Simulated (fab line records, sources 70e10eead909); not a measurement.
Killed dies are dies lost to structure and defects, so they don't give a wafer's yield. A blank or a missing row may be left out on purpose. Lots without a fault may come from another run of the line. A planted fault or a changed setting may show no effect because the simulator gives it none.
fab line records | flow nand_harc
record lots=13 wafers=37 last_day=33
route steps=1302 shown A_CONTACT@1047 END@1302
lots that met no fault: from a run of the same line without faults
start_h: hours from the record's first day to the start of the lot's first wafer shown | wait_h: hours since the lot's step before | " the same as in the row above | L1.1+2: a row that stands for several wafers | - no value, or no start given | * or withheld: withheld | < > ~ a bound
route shown NAME@n: a module of which the file shows steps, and the number in the route of the first | usual: mean/standard deviation of fault-free wafers | same: alike in all rows | chamber/n: place in a boat | sites: the reading at each site | _std_site: their standard deviation | _edge_site: outer sites' mean less inner sites' | radius_mm: how far each site lies from the wafer's centre | mask NAME#n: copy n | behind: the tool/chamber that last shaped the wafer | hold: why the lot was held/for how many hours/how that ended | device: the transistor (n, p or np) that didn't switch | end of line: the same wafers' tests at the end of the route | a step without rows: its recipe alone | killed: dies lost to structure and defects at the first sort, not the wafer's yield | map: a wafer's dies, x killed, . not, _ none there
set.NAME: the setting as run; set.NAME@STEP: as run at that earlier step | model.NAME: the simulator's own value behind a step, which no gauge read
steps of the route over a sample of lots; a table a step, a row a wafer
services: from which hour (start_h, from the record's first day; less than 0 if before it) a tool's chamber was out of use, for how many hours, and why
## steps
# step NHARC_A_CONTACT_ETCH_124
# recipe source_w=withheld pressure_mtorr=20 bias_v=withheld time_s=140 target_depth_a=7000 ar_flow_sccm=withheld c4f8_flow_sccm=withheld o2_flow_sccm=withheld chemistry=C4F8/O2/Ar
# usual run_length_s=141.4/0.37
# columns lot.wafer tool chamber start_h wait_h rf_hours_counter_h run_length_s
L871.1 har_cap_etch-01 1 514.21 - 0 141.0
L871.3 " 1 " " - 141.1
L871.5 " 1 " " - 141.3
L874.2 har_cap_etch-01 0 540.71 - 4 141.7
L874.1 " 1 " " 4 141.3
L874.3 " 1 " " - 141.0
L875.2 har_cap_etch-02 1 558.27 - 91 141.4
L875.1 " 0 " " 91 142.2
L875.3 " 0 " " - 141.9
L876.2 har_cap_etch-01 1 562.98 - 10 141.2
L876.1 " 0 " " 10 141.6
L876.6 " 0 " " - 141.5
L881.1 har_cap_etch-03 1 605.48 - 60 141.7
L881.4 " 0 " " - 141.3
L882.2 har_cap_etch-01 0 622.38 - 21 141.7
L882.1 " 1 " " 21 141.1
L883.1 har_cap_etch-01 1 637.07 - 23 141.1
L883.2 " 0 " " 23 141.6
L883.4 " 1 " " - 141.1
L889.1 har_cap_etch-02 0 699.45 - 113 142.0
L889.4 " 0 " " - 141.5
L889.3 " 1 " " - 141.3
L888.2 har_cap_etch-01 0 699.82 - 34 141.5
L888.3 " 0 " " - 141.9
L888.4 " 1 " " - 141.2
L891.2 har_cap_etch-03 0 712.77 - 78 141.2
L891.1 " 1 " " 78 141.3
L891.5 " 1 " " - 141.4
L892.1 har_cap_etch-01 1 715.95 - 37 141.6
L892.2 " 0 " " 37 141.7
L892.5 " 1 " " - 141.2
L890.1 har_cap_etch-03 1 721.83 - 80 141.4
L890.3 " 0 " " - 141.1
L890.6 " 0 " " - 141.1
L893.2 har_cap_etch-03 0 727.26 - 82 141.2
L893.3 " 1 " " - 141.6
L893.4 " 0 " " - 141.3
# step NHARC_A_CONTACT_ETCH_128
# recipe source_w=withheld pressure_mtorr=20 bias_v=3000 time_s=197 target_depth_a=19180 ar_flow_sccm=withheld c4f8_flow_sccm=withheld o2_flow_sccm=withheld chemistry=C4F8/O2/Ar
# usual run_length_s=197/0
# columns lot.wafer tool chamber start_h wait_h rf_hours_counter_h run_length_s
L871.1 har_cap_etch-01 1 514.94 0.1 1 197
L871.3 " 1 " " - 197
L871.5 " 1 " " - 197
L874.2 har_cap_etch-01 0 541.43 0.1 5 197
L874.1 " 1 " " 5 197
L874.3 " 1 " " - 197
L875.2 har_cap_etch-02 1 559.00 0.1 92 197
L875.1 " 0 " " 92 197
L875.3 " 0 " " - 197
L876.2 har_cap_etch-01 1 563.95 0.2 10 197
L876.1 " 0 " " 10 197
L876.6 " 0 " " - 197
L881.1 har_cap_etch-03 1 606.21 0.2 60 197
L881.4 " 0 " " - 197
L882.2 har_cap_etch-01 0 623.11 0.1 22 197
L882.1 " 1 " " 22 197
L883.1 har_cap_etch-01 1 637.80 0.1 24 197
L883.2 " 0 " " 24 197
L883.4 " 1 " " - 197
L889.1 har_cap_etch-02 0 700.18 0.1 114 197
L889.4 " 0 " " - 197
L889.3 " 1 " " - 197
L888.2 har_cap_etch-01 0 700.55 0.1 35 197
L888.3 " 0 " " - 197
L888.4 " 1 " " - 197
L891.2 har_cap_etch-03 0 713.51 0.1 79 197
L891.1 " 1 " " 79 197
L891.5 " 1 " " - 197
L892.1 har_cap_etch-01 1 716.68 0.1 38 197
L892.2 " 0 " " 38 197
L892.5 " 1 " " - 197
L890.1 har_cap_etch-03 1 722.56 0.1 81 197
L890.3 " 0 " " - 197
L890.6 " 0 " " - 197
L893.2 har_cap_etch-03 0 727.99 0.1 83 197
L893.3 " 1 " " - 197
L893.4 " 0 " " - 197
# step NHARC_A_CONTACT_ETCH_132
# recipe source_w=withheld pressure_mtorr=20 bias_v=3000 time_s=197 target_depth_a=19240 ar_flow_sccm=withheld c4f8_flow_sccm=withheld o2_flow_sccm=withheld chemistry=C4F8/O2/Ar
# usual run_length_s=197/0
# columns lot.wafer tool chamber start_h wait_h rf_hours_counter_h run_length_s
L871.1 har_cap_etch-01 1 515.65 0.1 1 197
L871.3 " 1 " " - 197
L871.5 " 1 " " - 197
L874.2 har_cap_etch-01 0 542.14 0.1 6 197
L874.1 " 1 " " 6 197
L874.3 " 1 " " - 197
L875.2 har_cap_etch-02 1 559.71 0.1 92 197
L875.1 " 0 " " 92 197
L875.3 " 0 " " - 197
L876.2 har_cap_etch-01 1 564.89 0.2 11 197
L876.1 " 0 " " 11 197
L876.6 " 0 " " - 197
L881.1 har_cap_etch-03 1 606.92 0.1 61 197
L881.4 " 0 " " - 197
L882.2 har_cap_etch-01 0 623.81 0.1 22 197
L882.1 " 1 " " 22 197
L883.1 har_cap_etch-01 1 638.51 0.1 24 197
L883.2 " 0 " " 24 197
L883.4 " 1 " " - 197
L889.1 har_cap_etch-02 0 700.89 0.1 114 197
L889.4 " 0 " " - 197
L889.3 " 1 " " - 197
L888.2 har_cap_etch-01 0 701.25 0.1 35 197
L888.3 " 0 " " - 197
L888.4 " 1 " " - 197
L891.2 har_cap_etch-03 0 714.21 0.1 80 197
L891.1 " 1 " " 80 197
L891.5 " 1 " " - 197
L892.1 har_cap_etch-01 1 717.39 0.1 39 197
L892.2 " 0 " " 39 197
L892.5 " 1 " " - 197
L890.1 har_cap_etch-03 1 723.26 0.1 81 197
L890.3 " 0 " " - 197
L890.6 " 0 " " - 197
L893.2 har_cap_etch-03 0 728.69 0.1 83 197
L893.3 " 1 " " - 197
L893.4 " 0 " " - 197
# step NHARC_A_CONTACT_ETCH_91
# recipe target_depth_a=400 over_etch_frac=0.5 time_s=85.7 ion_energy_ev=120 ch3f_flow_sccm=50 o2_flow_sccm=30 ar_flow_sccm=200 rf_w=500 bias_w=100 chemistry=CH3F/O2
# usual drypump_motor_current_A=5.6/0.46 oes_product_au=0.94/0.031 rf_vpp_V=245.3/2.1 run_length_s=107.0/0.31 showerhead_plenum_p_Torr=2.53/0.15 throttle_valve_pct=20.662/0.0093
# columns lot.wafer tool chamber start_h wait_h drypump_motor_current_A oes_product_au rf_hours_counter_h rf_vpp_V run_length_s showerhead_plenum_p_Torr throttle_valve_pct
L871.1 rie_diel-04 1 516.62 0.7 5.0 0.92 56 242.3 107.0 2.27 20.654
L871.3 " 2 " " 5.4 0.92 57 242.9 106.7 2.29 20.676
L871.5 " 1 " " 5.0 0.93 - 241.6 106.8 2.27 20.672
L874.2 rie_diel-11 3 543.10 0.7 5.6 0.93 14 247.7 106.7 2.65 20.668
L874.1 " 1 " " 5.5 0.94 15 246.4 107.0 2.65 20.641
L874.3 " 2 " " 5.1 0.93 14 247.8 107.0 2.64 20.671
L875.3 rie_diel-11 2 560.67 0.5 5.1 0.94 17 246.0 107.0 2.64 20.677
L875.1 " 3 " " 5.6 0.93 17 247.6 107.1 2.65 20.643
L875.2 " 0 " " 6.3 0.94 18 241.9 106.9 2.33 20.662
L876.2 rie_diel-11 0 566.06 0.8 6.3 0.93 20 241.9 107.1 2.33 20.663
L876.1 " 2 " " 5.1 0.94 18 246.5 107.5 2.64 20.668
L876.6 " 1 " " 5.5 0.92 - 246.1 106.9 2.65 20.675
L881.4 rie_diel-11 3 607.90 0.5 5.6 0.94 27 247.5 74.7 2.65 20.645
L881.1 " 0 " " 6.4 0.94 28 243.3 106.9 2.33 20.658
L882.1 rie_diel-11 3 624.81 0.7 5.6 1.00 0 246.2 107.0 2.65 20.645
L882.2 " 0 " " 6.3 1.01 0 242.6 74.8 2.33 20.647
L883.2 rie_diel-11 3 639.47 0.6 5.6 0.92 2 246.7 74.9 2.65 20.676
L883.4 " 0 " " 6.4 0.93 2 243.5 74.9 2.33 20.658
L883.1 " 2 " " 5.1 0.93 2 246.3 107.4 2.64 20.664
L889.4 rie_diel-11 1 701.86 0.6 5.5 0.93 10 247.1 107.2 2.65 20.658
L889.1 " 2 " " 5.1 0.93 12 246.8 107.1 2.63 20.664
L889.3 " 3 " " 5.6 0.93 12 247.0 106.9 2.64 20.675
L888.4 rie_diel-01 2 702.21 0.5 5.9 0.92 51 245.5 107.0 2.49 20.661
L888.2 " 3 " " 6.8 0.92 52 244.7 106.7 2.62 20.663
L888.3 " 0 " " 5.4 0.92 51 243.5 107.1 2.35 20.663
L891.2 rie_diel-01 1 715.17 0.7 5.8 0.92 48 242.8 106.8 2.32 20.649
L891.1 " 3 " " 6.8 0.92 56 247.0 106.9 2.62 20.659
L891.5 " 2 " " 5.9 0.92 - 245.0 107.1 2.48 20.667
L892.1 rie_diel-11 0 718.35 0.7 6.3 0.92 18 244.3 107.6 2.32 20.664
L892.2 " 1 " " 5.5 0.92 15 246.8 107.2 2.64 20.662
L892.5 " 3 " " 5.6 0.91 - 247.1 107.0 2.64 20.656
L890.3 rie_diel-11 2 724.24 0.5 5.1 0.92 17 247.8 107.0 2.63 20.677
L890.1 " 0 " " 6.4 0.93 20 241.3 107.5 2.32 20.652
L890.6 " 2 " " 5.1 0.92 - 247.0 107.1 2.63 20.666
L893.2 rie_diel-01 2 729.63 0.7 5.9 0.93 61 245.9 107.2 2.48 20.659
L893.4 " 3 " " 6.8 0.92 62 247.5 106.8 2.61 20.657
L893.3 " 1 " " 5.8 0.93 53 241.9 107.1 2.32 20.674
# step NHARC_END_SORT_01
# recipe temp_c=25
# usual killed_at_array=61/23 killed_at_other=1.3/1.4 killed_at_periphery=4.0/2.6 killed_dies=66/22 killed_open=3.4/1.8 killed_short=2.3/1.4
# same gross_dies=677
# columns lot.wafer tool chamber start_h wait_h killed_at_array killed_at_other killed_at_periphery killed_dies killed_open killed_short
L871.1 prober-02 0 570.70 2.5 59 2 5 66 4 2
L871.3 prober-02 0 572.28 3.1 60 2 4 66 3 2
L871.5 prober-02 0 573.86 3.7 67 1 8 76 4 2
L882.1 prober-01 0 677.78 2.5 64 4 1 69 4 3
L882.2 prober-01 0 678.57 2.8 70 1 2 73 5 1
L883.2 prober-02 0 694.96 2.8 62 0 4 66 7 1
L889.1 prober-01 0 761.92 2.5 53 1 7 61 4 3
L889.3 prober-01 0 763.53 3.1 47 0 5 52 0 1
L889.4 prober-01 0 764.34 3.4 50 0 4 54 4 3
L890.1 prober-02 0 780.63 2.5 52 3 3 58 3 1
L890.3 prober-02 0 782.25 3.1 55 3 1 59 4 1
L890.6 prober-02 0 784.67 4.0 72 1 4 77 3 1
# killed by level:class
L871.1 A_CHANNEL_HOLE_D1:chamber_film_flake=36 A_CHANNEL_HOLE_D2:chamber_film_flake=6 A_CONTACT:chamber_film_flake=4 A_WL_FILL:chamber_film_flake=3 A_CONTACT:unspecified=3 A_BLC:geometric_particle:open=2 P_ZERO_WELL:chamber_film_flake=2 A_STAIRCASE:chamber_film_flake=2
L871.3 A_CHANNEL_HOLE_D1:chamber_film_flake=29 A_STAIRCASE:chamber_film_flake=11 A_CHANNEL_HOLE_D2:chamber_film_flake=7 A_CONTACT:unspecified=6 P_ZERO_WELL:chamber_film_flake=4 THIN_TSV:chamber_film_flake=2 A_ONON_D2:geometric_particle:short=1 A_CHANNEL_FILL_D2:geometric_particle:open=1
L871.5 A_CHANNEL_HOLE_D1:chamber_film_flake=36 A_CHANNEL_HOLE_D2:chamber_film_flake=14 A_CONTACT:unspecified=6 A_STAIRCASE:chamber_film_flake=5 P_ZERO_WELL:chamber_film_flake=3 A_CHANNEL_FILL_D2:geometric_particle:short=2 P_M1:chamber_film_flake=2 P_CONTACT:geometric_particle:open=1
L882.1 A_SLIT:chamber_film_flake=28 A_CHANNEL_HOLE_D2:chamber_film_flake=16 A_CHANNEL_HOLE_D1:chamber_film_flake=6 A_CONTACT:chamber_film_flake=5 THIN_TSV:chamber_film_flake=3 A_ONON_D1:geometric_particle:open=1 A_SGD_CUT:geometric_particle:short=1 A_WL_FILL:geometric_particle:short=1
L882.2 A_SLIT:chamber_film_flake=31 A_CHANNEL_HOLE_D2:chamber_film_flake=13 A_CONTACT:chamber_film_flake=11 A_CHANNEL_HOLE_D1:chamber_film_flake=5 A_M0:geometric_particle:open=2 A_STAIRCASE:chamber_film_flake=2 A_WL_FILL:chamber_film_flake=2 P_STI:geometric_particle:open=1
L883.2 A_CHANNEL_HOLE_D1:chamber_film_flake=37 A_STAIRCASE:chamber_film_flake=7 A_CHANNEL_FILL_D2:geometric_particle:open=5 A_BONDPAD:chamber_film_flake=4 P_GATE:chamber_film_flake=2 A_ONON_D2:geometric_particle:open=1 A_CHANNEL_FILL_D2:geometric_particle:short=1 A_SGD_CUT:geometric_particle:open=1
L889.1 A_CHANNEL_HOLE_D1:chamber_film_flake=39 A_SLIT:chamber_film_flake=5 P_CONTACT:geometric_particle:open=2 P_GATE:chamber_film_flake=2 A_DECK1_JOINT:chamber_film_flake=2 A_CONTACT:chamber_film_flake=2 P_M1:geometric_particle:open=1 A_CHANNEL_HOLE_D1:geometric_particle:short=1
L889.3 A_CHANNEL_HOLE_D1:chamber_film_flake=32 A_SLIT:chamber_film_flake=7 A_STAIRCASE:chamber_film_flake=4 A_CONTACT:chamber_film_flake=3 P_ZERO_WELL:chamber_film_flake=2 P_BONDPAD:chamber_film_flake=2 A_CHANNEL_HOLE_D1:geometric_particle:short=1 P_STI:chamber_film_flake=1
L889.4 A_CHANNEL_HOLE_D1:chamber_film_flake=26 A_SLIT:chamber_film_flake=8 A_CONTACT:chamber_film_flake=4 A_CHANNEL_FILL_D1:geometric_particle:open=3 A_CHANNEL_FILL_D1:geometric_particle:short=2 P_ZERO_WELL:chamber_film_flake=2 A_CHANNEL_HOLE_D2:chamber_film_flake=2 A_CHANNEL_HOLE_D1:geometric_particle:short=1
L890.1 A_SLIT:chamber_film_flake=25 A_CHANNEL_HOLE_D1:chamber_film_flake=13 A_CONTACT:chamber_film_flake=6 A_STAIRCASE:chamber_film_flake=4 THIN_TSV:chamber_film_flake=3 P_CONTACT:geometric_particle:open=1 A_CHANNEL_FILL_D2:geometric_particle:open=1 A_CHANNEL_FILL_D2:geometric_particle:short=1
L890.3 A_SLIT:chamber_film_flake=31 A_CONTACT:chamber_film_flake=7 A_STAIRCASE:chamber_film_flake=6 A_CHANNEL_HOLE_D1:chamber_film_flake=5 THIN_TSV:chamber_film_flake=3 A_CHANNEL_FILL_D1:chamber_film_flake=2 P_M0:geometric_particle:open=1 A_ONON_D1:geometric_particle:open=1
L890.6 A_SLIT:chamber_film_flake=33 A_CHANNEL_HOLE_D1:chamber_film_flake=16 A_CONTACT:chamber_film_flake=12 A_STAIRCASE:chamber_film_flake=4 A_CHANNEL_FILL_D1:chamber_film_flake=2 A_WL_FILL:chamber_film_flake=2 P_GATE:geometric_particle:short=1 P_M0:geometric_particle:open=1
## services
# columns tool chamber start_h hours kind
rie_diel-11 0 490.68 - clean
rie_diel-11 1 490.68 - clean
rie_diel-11 2 490.68 - clean
rie_diel-11 3 490.68 - clean
har_cap_etch-01 - 497.00 17.0 pm
har_cap_etch-01 0 497.00 17.0 vent_cycle
har_cap_etch-01 1 497.00 17.0 vent_cycle
rie_diel-04 0 508.72 4.9 repair
har_cap_etch-01 0 514.00 - clean
har_cap_etch-01 1 514.00 - clean
rie_diel-11 0 515.18 - clean
rie_diel-11 1 515.18 - clean
rie_diel-11 2 515.18 - clean
rie_diel-11 3 515.18 - clean
rie_diel-11 3 518.81 2.8 repair
rie_diel-04 - 533.00 9.0 pm
rie_diel-11 0 539.68 - clean
rie_diel-01 - 557.93 9.0 pm
rie_diel-01 1 598.73 6.5 repair
rie_diel-11 - 609.50 9.0 pm
rie_diel-01 3 640.82 3.7 repair
rie_diel-11 1 656.67 20.0 repair
rie_diel-04 - 710.00 9.0 pm
har_cap_etch-01 - 718.74 0.6 repair
## key
first_sign step=NHARC_A_CONTACT_ETCH_91 reading=run_length_s direction=down sigmas=99+ usual=* struck=*
effect none on later readings
met_at NHARC_A_CONTACT_ETCH_91
struck_lots L881,L882,L883
struck_wafers L881.4,L882.2,L883.2,L883.4
tester_left_out L881,L882,L883
not_acting_at NHARC_A_CONTACT_ETCH_124,NHARC_A_CONTACT_ETCH_128,NHARC_A_CONTACT_ETCH_132
onset_between 566.06 607.90
fault kind=process_parameter_drift tool=rie_diel-11 chamber=- onset_h=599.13 steps=NHARC_A_CONTACT_ETCH_91 channel=time_s offset=* shape=step end_h=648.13 scope=struck_wafers_only acts_in=* stated=*
# tester_left_out: of these lots the tester's yield and bins aren't shown, on N5 and GAA mostly nor the transistor test; their killed dies are dies lost to structure and defects alone, not to doping, threshold or leakage, so they don't give the yield
